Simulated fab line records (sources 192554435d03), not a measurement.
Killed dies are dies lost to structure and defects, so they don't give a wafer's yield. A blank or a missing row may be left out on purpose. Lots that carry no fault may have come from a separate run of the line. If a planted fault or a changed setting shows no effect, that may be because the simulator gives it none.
2 desks looking at one fault + flow n5-finfet + what lay behind the numbers comes last; until then each desk has only its own

AT THE METROLOGY DESK
What the gauges read for every lot (on any tool): the sampled wafers with a number, averaged. If a lot's mean is further than 4 standard deviations from the usual mean, the lot is out of limits and carries the mark OUT (the distance appears in the brackets).
Columns: A = PMOS_HMC_BLK_OVL at N5_PMOS_HMC_CHANNEL_EPI_OVL_MEAS_10, usual 0.1 nm; B = HMC_CMP_THK at N5_PMOS_HMC_CHANNEL_EPI_THK_MEAS_22, usual 54.0 nm
| lot  | first seen here | A    | B               |
|------|-----------------|------|-----------------|
| L475 | day 2 05:07     | 0.2  | 54.9            |
| L476 | day 2 10:55     | 0.9  | 53.7            |
| L477 | day 2 19:43     | 0.3  | 53.3            |
| L478 | day 2 23:21     | 0.3  | 55.1            |
| L480 | day 3 10:57     | -1.0 | 52.4            |
| L483 | day 4 05:13     | -0.0 | 54.1            |
| L484 | day 4 11:11     | 0.5  | 54.2            |
| L487 | day 5 04:58     | 0.5  | 53.1            |
| L490 | day 6 00:09     | 0.3  | 56.2            |
| L491 | day 6 05:08     | 0.0  | 57.3 (+4.1) OUT |
| L493 | day 6 17:23     | -1.3 | 57.0            |
| L494 | day 6 22:59     | 0.3  | 53.0            |
This desk finds L491 out of limits, with the earliest case on L491 at day 6 08:14 (HMC_CMP_THK at N5_PMOS_HMC_CHANNEL_EPI_THK_MEAS_22). L475, L476, L477, L478, L480, L483, L484, L487, L490, L493, L494: within limits.

TOOL OWNER'S DESK, rie-si-05
The tool's own readings at N5_PMOS_HMC_CHANNEL_EPI_FIN_RECESS_16 (chemistry HBr/Cl2, target Si, target depth 54 nm, time 18 s): means of the sampled wafers that have a number, for each lot that ran on this tool. If a lot's mean is further than 4 standard deviations from the usual mean, the lot is out of limits and carries the mark OUT (the distance appears in the brackets).
Columns: A = HBr_flow_sccm at N5_PMOS_HMC_CHANNEL_EPI_FIN_RECESS_16, usual 150.0 sccm; B = drypump-motor-current-A at N5_PMOS_HMC_CHANNEL_EPI_FIN_RECESS_16, usual 5.7 A; C = oes-product-au at N5_PMOS_HMC_CHANNEL_EPI_FIN_RECESS_16, usual 0.996 a.u.; D = throttle-valve-pct at N5_PMOS_HMC_CHANNEL_EPI_FIN_RECESS_16, usual 35.31 %
| lot  | first seen here | A     | B   | C     | D     |
|------|-----------------|-------|-----|-------|-------|
| L475 | day 2 05:40     | 149.8 | 5.9 | 0.990 | 35.23 |
| L478 | day 2 23:56     | 149.6 | 5.6 | 1.003 | 35.37 |
| L483 | day 4 05:52     | 150.3 | 5.4 | 0.998 | 35.29 |
| L484 | day 4 11:41     | 150.0 | 5.7 | 0.993 | 35.38 |
| L490 | day 6 00:41     | 149.1 | 5.8 | 0.982 | 35.27 |
| L491 | day 6 06:01     | 150.0 | 5.5 | 1.004 | 35.52 |
| L493 | day 6 17:54     | 150.1 | 5.3 | 1.007 | 35.37 |
This desk found nothing out of limits on any of the 7 lots.

BROUGHT TOGETHER
At day 6 08:14 the metrology desk could have sounded an alarm, on L491.
The desk of the tool owner found nothing out of limits.
Tool owner's desk: L491 on record, inside its limits.
The lots listed all ran N5_PMOS_HMC_CHANNEL_EPI_FIN_RECESS_16 on rie-si-05.

WHAT THE SIMULATOR HAD PUT IN
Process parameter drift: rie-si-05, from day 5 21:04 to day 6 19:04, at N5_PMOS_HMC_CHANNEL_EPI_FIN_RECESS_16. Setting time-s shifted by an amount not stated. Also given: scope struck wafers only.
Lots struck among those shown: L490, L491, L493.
Delay in hours, fault start to first out-of-limits reading, per desk: metrology desk 11.
